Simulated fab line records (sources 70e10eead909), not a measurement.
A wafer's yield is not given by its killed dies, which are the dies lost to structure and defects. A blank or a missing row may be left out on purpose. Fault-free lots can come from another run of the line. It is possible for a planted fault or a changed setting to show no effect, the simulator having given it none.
fab line records | flow nandHarc
record: lots: 14 wafers: 42 lastDay: 24
route steps=1159 shown P_CONTACT@249 P_M0@263
lots that met no fault: taken from a fault-free run of the same line
startH: start of the lot's first displayed wafer, in hours after the record's first day | waitH: how many hours have passed since the lot's step before this one | " as in the row above | L1.1+2: several wafers, shown together as one row | - no value, or no start was given | * or withheld: withheld | < > ~ a bound
route shown NAME@n: names a module that has steps shown in the file, with the first one's number in the route | usual: average and standard deviation across the fault-free wafers | same: alike in all rows | chamber/n: place in a boat | sites: per-site readings | _std_site: standard deviation of those values | _edge_site: inner sites' mean taken away from outer sites' mean | radiusMm: for every site, how far away it sits from the centre of the wafer | mask NAME#n: copy n | behind: the most recent tool/chamber to have shaped the wafer | hold: reason for holding the lot/hours on hold/outcome of the hold | device: whichever transistor did not switch (one of n, p or np) | end of line: the route-end tests of the same wafers | where a step has no rows: the recipe by itself | killed: not the wafer's yield, but the dies lost to structure and defects at the first sort | map: a wafer's dies, x killed, . not, _ none there
set.NAME: the setting the step ran with; set.NAME@STEP: the setting that earlier step ran with | model.NAME: the simulator's own value behind a step, which no gauge read
the route's steps for a sample of lots (tables are steps, rows are wafers)
services: the hour from which a tool's chamber was out of use, counted from the record's first day as startH (under 0 if before that day), plus the number of hours and why
== steps ==
step: NHARC_P_CONTACT_CMP_24
recipe: tOverpolishS: 30 targetThkNm: 200
usual: motorCurrentA: 11.9/1.4 overpolishRunS: 30.001/0.0077 padLifeWafers: 298/200 timeToEndpointS: 41/3.1
columns lot.wafer tool chamber startH waitH motorCurrentA overpolishRunS padLifeWafers timeToEndpointS
L937.1 cmp-03 3 111.55 0.5 13.4 30.020 234 43
L937.3 " 0 " " 12.5 29.997 235 43
L937.2 " 2 " " 10.9 30.001 237 36
L939.3 cmp-04 0 125.29 0.4 12.4 30.002 114 45
L939.1 " 1 " " 10.5 30.010 115 38
L939.6 " 0 " " 11.8 30.005 - 44
L940.4 cmp-02 3 129.01 0.5 9.2 30.005 582 40
L940.3 " 0 " " 11.7 29.993 583 37
L940.6 " 0 " " 12.2 30.010 - 39
L942.2 cmp-02 3 142.32 0.5 9.9 29.995 85 40
L942.4 " 1 " " 13.9 30.004 87 37
L942.6 " 2 " " 12.2 30.011 - 40
L941.2 cmp-04 2 142.88 0.6 13.0 30.018 194 42
L941.3 " 3 " " 11.4 29.999 195 38
L941.6 " 0 " " 12.2 30.011 - 45
L943.1 cmp-03 2 155.96 0.6 10.5 29.992 499 35
L943.4 " 3 " " 13.4 30.005 500 43
L943.6 " 1 " " 14.2 29.997 - 40
L951.2 cmp-03 2 200.44 0.6 11.3 30.015 216 39
L951.1 " 3 " " 13.8 30.006 217 45
L951.5 " 3 " " 13.0 29.994 - 46
L948.3 cmp-02 1 201.02 0.4 13.7 30.012 414 42
L948.4 " 2 " " 11.6 30.001 415 39
L948.1 " 0 " " 11.9 29.990 417 42
L955.2 cmp-02 2 213.37 0.5 11.1 29.988 510 41
L955.1 " 3 " " 9.3 30.004 511 44
L955.3 " 0 " " 11.7 30.002 512 41
L954.2 cmp-03 2 214.21 0.6 11.2 29.997 366 38
L954.4 " 1 " " 13.4 29.998 369 43
L954.6 " 2 " " 11.3 29.997 - 38
L956.2 cmp-02 1 225.85 0.5 14.3 30.008 625 44
L956.6 " 0 " " 12.0 29.998 - 42
L956.5 " 1 " " 13.9 29.997 - 41
L957.4 cmp-02 0 231.86 0.3 11.9 30.005 6 38
L957.5 " 0 " " 12.1 30.004 - 41
L957.6 " 1 " " 13.7 30.001 - 38
L958.2 cmp-02 3 241.73 0.5 9.2 30.008 102 38
L958.1 " 2 " " 12.0 30.012 105 35
L958.5 " 3 " " 9.5 30.004 - 39
L960.1 cmp-03 1 245.39 0.6 12.7 30.010 667 47
L960.4 " 2 " " 11.2 30.004 668 40
L960.6 " 1 " " 13.5 30.000 - 47
step: NHARC_P_M0_CD_MEAS_09
recipe: targetCdNm: 90 landingEnergyEv: 500
usual: cdNm: 90.0/0.88
columns lot.wafer tool chamber startH waitH cdNm
L937.1 cdSem-03 0 112.95 - 89.8
L937.2 " 0 " " 90.4
L937.3 " 0 " " 90.6
L939.1 cdSem-02 0 126.59 - 90.2
L939.3 " 0 " " 91.2
L939.6 " 0 " " 90.3
L940.3 cdSem-03 0 130.20 - 89.2
L940.4 " 0 " " 89.0
L940.6 " 0 " " 88.8
L942.2 cdSem-03 0 143.48 - 89.8
L942.4 " 0 " " 89.2
L942.6 " 0 " " 89.7
L941.2 cdSem-03 0 144.14 - 89.7
L941.3 " 0 " " 89.4
L941.6 " 0 " " 89.1
L943.1 cdSem-03 0 157.24 - 91.0
L943.4 " 0 " " 90.0
L943.6 " 0 " " 90.0
L951.1 cdSem-02 0 201.78 - 88.8
L951.2 " 0 " " 89.7
L951.5 " 0 " " 89.3
L948.1 cdSem-03 0 202.33 - 89.1
L948.3 " 0 " " 90.4
L948.4 " 0 " " 89.2
L955.1 cdSem-03 0 214.67 - 88.9
L955.2 " 0 " " 89.9
L955.3 " 0 " " 89.5
L954.2 cdSem-02 0 215.51 - 89.7
L954.4 " 0 " " 89.5
L954.6 " 0 " " 90.1
L956.2 cdSem-02 0 227.11 - 90.4
L956.5 " 0 " " 89.4
L956.6 " 0 " " 88.6
L957.4 cdSem-02 0 233.18 - 91.2
L957.5 " 0 " " 90.0
L957.6 " 0 " " 91.6
L958.1 cdSem-03 0 242.92 - 90.4
L958.2 " 0 " " 90.6
L958.5 " 0 " " 89.4
L960.1 cdSem-02 0 246.55 - 88.5
L960.4 " 0 " " 88.5
L960.6 " 0 " " 89.3
step: NHARC_P_M0_ECD_22
recipe: targetThkA: 4000 bathTempC: 25 material: Cu
usual: bathHeatDutyPct: 6.5/0.6 bathTempC: 25.02/0.11
columns lot.wafer tool chamber startH waitH bathHeatDutyPct bathTempC
L937.2 ecdCu-01 1 114.41 - 6.0 25.01
L937.1 " 0 " " 6.5 25.01
L937.3 " 0 " " 6.9 25.03
L939.1 ecdCu-01 1 128.06 - 5.2 24.89
L939.3 " 1 " " 5.8 25.00
L939.6 " 0 " " 5.8 25.04
L940.4 ecdCu-02 0 131.81 - 7.0 25.22
L940.3 " 1 " " 5.4 25.09
L940.6 " 0 " " 6.6 24.96
L942.2 ecdCu-02 1 144.95 - 7.7 25.05
L942.4 " 0 " " 6.6 25.01
L942.6 " 0 " " 5.9 24.97
L941.2 ecdCu-02 1 145.75 - 7.7 25.05
L941.3 " 1 " " 6.4 24.93
L941.6 " 0 " " 6.2 25.15
L943.1 ecdCu-02 1 158.70 - 6.9 25.06
L943.4 " 1 " " 6.4 25.12
L943.6 " 1 " " 7.3 24.90
L951.2 ecdCu-01 0 203.25 - - -
L951.1 " 1 " " - -
L951.5 " 1 " " - -
L948.1 ecdCu-02 1 203.80 - - -
L948.4 " 1 " " - -
L948.3 " 0 " " - -
L955.1 ecdCu-02 0 216.16 - 7.0 25.03
L955.2 " 1 " " 7.3 24.98
L955.3 " 1 " " 6.9 25.06
L954.2 ecdCu-01 1 216.98 - 6.9 24.96
L954.4 " 1 " " 5.5 25.13
L954.6 " 1 " " 6.1 25.08
L956.2 ecdCu-01 1 228.61 - 6.3 24.95
L956.6 " 1 " " 4.8 24.91
L956.5 " 0 " " 7.2 24.94
L957.4 ecdCu-02 0 234.79 - 6.4 24.83
L957.6 " 1 " " 7.5 24.97
L957.5 " 0 " " 6.7 24.99
L958.2 ecdCu-01 0 244.39 - 6.8 24.97
L958.1 " 1 " " 5.9 25.08
L958.5 " 0 " " 6.7 24.86
L960.1 ecdCu-02 0 248.06 - 6.5 25.01
L960.4 " 0 " " 6.4 25.07
L960.6 " 1 " " 7.4 25.23
step: NHARC_P_M0_CMP_23
recipe: tOverpolishS: 20 targetThkNm: 117.53
usual: motorCurrentA: 11.4/1.1 padLifeWafers: 219/140 timeToEndpointS: 27.0/2.8
columns lot.wafer tool chamber startH waitH motorCurrentA padLifeWafers timeToEndpointS
L937.1 cmp-01 3 115.14 - 10.3 144 26.5
L937.3 " 0 " " 11.6 145 28.8
L937.2 " 2 " " 12.3 147 30.0
L939.3 cmp-04 2 128.81 - 13.0 127 32.4
L939.1 " 3 " " 11.6 128 24.5
L939.6 " 1 " " 10.5 - 22.9
L940.4 cmp-04 1 132.58 - 10.2 139 25.7
L940.3 " 3 " " 12.3 141 23.7
L940.6 " 0 " " 13.1 - 32.6
L942.4 cmp-01 0 145.71 - 10.4 313 26.7
L942.2 " 1 " " 11.6 314 24.0
L942.6 " 0 " " 10.4 - 23.9
L941.3 cmp-04 3 146.42 - 11.9 216 27.9
L941.2 " 2 " " 12.6 219 30.5
L941.6 " 0 " " 12.2 - 33.4
L943.1 cmp-02 2 159.51 - 12.2 211 29.6
L943.4 " 0 " " 11.6 213 29.5
L943.6 " 1 " " 13.9 - 29.8
L951.2 cmp-01 2 204.01 - 11.8 85 0.0
L951.1 " 3 " " 10.0 86 0.0
L951.5 " 2 " " 11.9 - 1.3
L948.3 cmp-01 0 204.55 - 10.5 90 0.0
L948.1 " 1 " " 10.9 91 0.0
L948.4 " 3 " " 10.0 93 0.0
L955.2 cmp-01 0 216.94 - 11.3 204 22.7
L955.3 " 1 " " 11.3 205 22.8
L955.1 " 3 " " 10.3 207 21.2
L954.4 cmp-02 0 217.77 - 12.0 548 26.1
L954.2 " 1 " " 13.4 549 27.0
L954.6 " 2 " " 12.0 - 25.1
L956.2 cmp-01 1 229.73 - 11.0 355 22.1
L956.6 " 0 " " 10.5 - 23.6
L956.5 " 1 " " 11.0 - 23.3
L957.4 cmp-02 2 235.54 - 11.7 44 25.7
L957.5 " 0 " " 11.2 - 25.0
L957.6 " 1 " " 14.0 - 24.1
L958.1 cmp-02 0 245.11 - 11.1 120 25.8
L958.2 " 3 " " 9.5 123 26.7
L958.5 " 1 " " 13.6 - 28.2
L960.4 cmp-02 3 248.82 - 9.8 157 30.8
L960.1 " 1 " " 12.8 159 29.3
L960.6 " 2 " " 11.9 - 26.0
step: NHARC_P_M0_THK_MEAS_24
recipe: thkMeasGauge: xrf
usual: thkNm: 116.7/1.6
columns lot.wafer tool chamber startH waitH thkNm
L937.1 filmMetro-02 - 115.46 - 116.1
L937.2 " - " " 115.2
L937.3 " - " " 113.4
L939.1 filmMetro-01 - 129.10 - 119.0
L939.3 " - " " 117.3
L939.6 " - " " 115.6
L940.3 filmMetro-02 - 132.87 - 114.6
L940.4 " - " " 115.3
L940.6 " - " " 117.5
L942.2 filmMetro-02 - 146.00 - 115.5
L942.4 " - " " 117.1
L942.6 " - " " 115.3
L941.2 filmMetro-01 - 146.74 - 118.7
L941.3 " - " " 117.4
L941.6 " - " " 118.9
L943.1 filmMetro-01 - 159.80 - 116.2
L943.4 " - " " 115.6
L943.6 " - " " 118.4
L951.1 filmMetro-02 - 204.30 - 30.4
L951.2 " - " " 31.0
L951.5 " - " " 29.4
L948.1 filmMetro-01 - 204.86 - 32.4
L948.3 " - " " 32.0
L948.4 " - " " 30.9
L955.1 filmMetro-02 - 217.25 - 114.4
L955.2 " - " " 114.9
L955.3 " - " " 114.4
L954.2 filmMetro-02 - 218.02 - 117.8
L954.4 " - " " 117.1
L954.6 " - " " 118.5
L956.2 filmMetro-01 - 230.02 - 116.5
L956.5 " - " " 116.6
L956.6 " - " " 116.9
L957.4 filmMetro-01 - 235.80 - 117.6
L957.5 " - " " 118.1
L957.6 " - " " 117.0
L958.1 filmMetro-01 - 245.42 - 119.8
L958.2 " - " " 117.1
L958.5 " - " " 115.6
L960.1 filmMetro-01 - 249.11 - 114.5
L960.4 " - " " 115.3
L960.6 " - " " 114.6
step: NHARC_P_M0_PRE_CLEAN_31
recipe: timeS: 12 tempC: 370 rfPowerW: 300 gas: NH3
usual: heaterPowerW: 619/43
columns lot.wafer tool chamber startH waitH heaterPowerW
L937.1 pecvd-01 0 116.09 0.5 617
L937.2 " 1 " " 572
L937.3 " 2 " " 681
L939.3 pecvd-03 1 129.33 0.1 640
L939.1 " 2 " " 615
L939.6 " 2 " " 607
L940.3 pecvd-01 1 133.09 0.1 619
L940.6 " 2 " " 637
L940.4 " 0 " " 544
L942.2 pecvd-04 1 146.34 0.2 586
L942.4 " 2 " " 607
L942.6 " 1 " " 592
L941.2 pecvd-01 1 146.98 0.1 606
L941.3 " 2 " " 657
L941.6 " 2 " " 649
L943.1 pecvd-03 0 160.02 0.1 605
L943.4 " 0 " " 613
L943.6 " 1 " " 626
L951.1 pecvd-03 2 204.55 0.1 694
L951.2 " 1 " " 650
L951.5 " 2 " " 708
L948.3 pecvd-03 2 205.30 0.3 668
L948.1 " 1 " " 646
L948.4 " 1 " " 618
L955.3 pecvd-01 2 217.47 0.1 694
L955.1 " 0 " " 619
L955.2 " 1 " " 561
L954.2 pecvd-01 1 218.26 0.1 623
L954.4 " 0 " " 586
L954.6 " 1 " " 627
L956.2 pecvd-01 1 230.27 0.1 591
L956.5 " 0 " " 619
L956.6 " 1 " " 590
L957.6 pecvd-04 1 236.06 0.1 572
L957.5 " 2 " " 625
L957.4 " 0 " " 540
L958.2 pecvd-03 1 245.66 0.1 566
L958.1 " 2 " " 619
L958.5 " 2 " " 611
L960.1 pecvd-03 1 249.35 0.1 604
L960.4 " 0 " " 631
L960.6 " 1 " " 611
== services ==
columns tool chamber startH hours kind
cmp-04 - 90.91 6.2 repair
pecvd-04 - 94.79 1.2 repair
ecdCu-01 - 96.00 8.0 pm
pecvd-01 1 97.85 10.5 repair
cmp-03 - 98.47 0.6 repair
cmp-04 - 105.00 4.0 pm
ecdCu-01 - 106.88 0.3 repair
cmp-01 - 110.66 1.4 repair
pecvd-03 - 111.35 13.0 pm
cmp-01 - 112.37 2.1 repair
cmp-02 - 129.28 4.0 pm
cmp-04 - 147.09 1.5 repair
pecvd-03 - 149.67 1.2 repair
cmp-03 - 153.81 0.9 repair
cmp-01 - 155.86 4.0 repair
cmp-03 - 156.09 4.0 pm
cmp-01 - 179.50 4.0 pm
ecdCu-02 - 180.00 8.0 pm
ecdCu-02 - 192.72 1.4 repair
cmp-04 - 196.44 32.6 repair
cmp-02 - 227.28 4.0 pm
cmp-01 - 230.69 0.6 repair
cmp-01 - 231.64 69.4 repair
pecvd-01 - 237.00 13.0 pm
== key ==
firstSign: step: NHARC_P_M0_ECD_22 reading: toolRecord direction: missing
effect: step: NHARC_P_M0_CMP_23 reading: timeToEndpointS direction: down sigmas: 9.6 usual: * struck: *
effect: step: NHARC_P_M0_THK_MEAS_24 reading: thkNm direction: down sigmas: 53 usual: 116.7 struck: 31.0
metAt NHARC_P_M0_ECD_22
struckLots L948,L951
laterRowsLeftOut L948.1,L948.3,L948.4,L951.1,L951.2,L951.5
sortLeftOut L948.1,L948.3,L948.4,L951.1,L951.2,L951.5
notActingAt NHARC_P_CONTACT_CMP_24,NHARC_P_M0_CD_MEAS_09,NHARC_P_M0_PRE_CLEAN_31
onsetBetween 158.70 203.25
fault: kind: skippedStepWhole tool: ecdCu-01,ecdCu-02 chamber: - onsetH: 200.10 steps: NHARC_P_M0_ECD_22 scope: struckLotsOnly
sortLeftOut: the simulated sort isn't trusted on such a fault, so these wafers' sort isn't shown, and their yield isn't known
laterRowsLeftOut: the simulator's readings of these wafers behind a module that went badly wrong aren't trusted and aren't shown, but for the sort
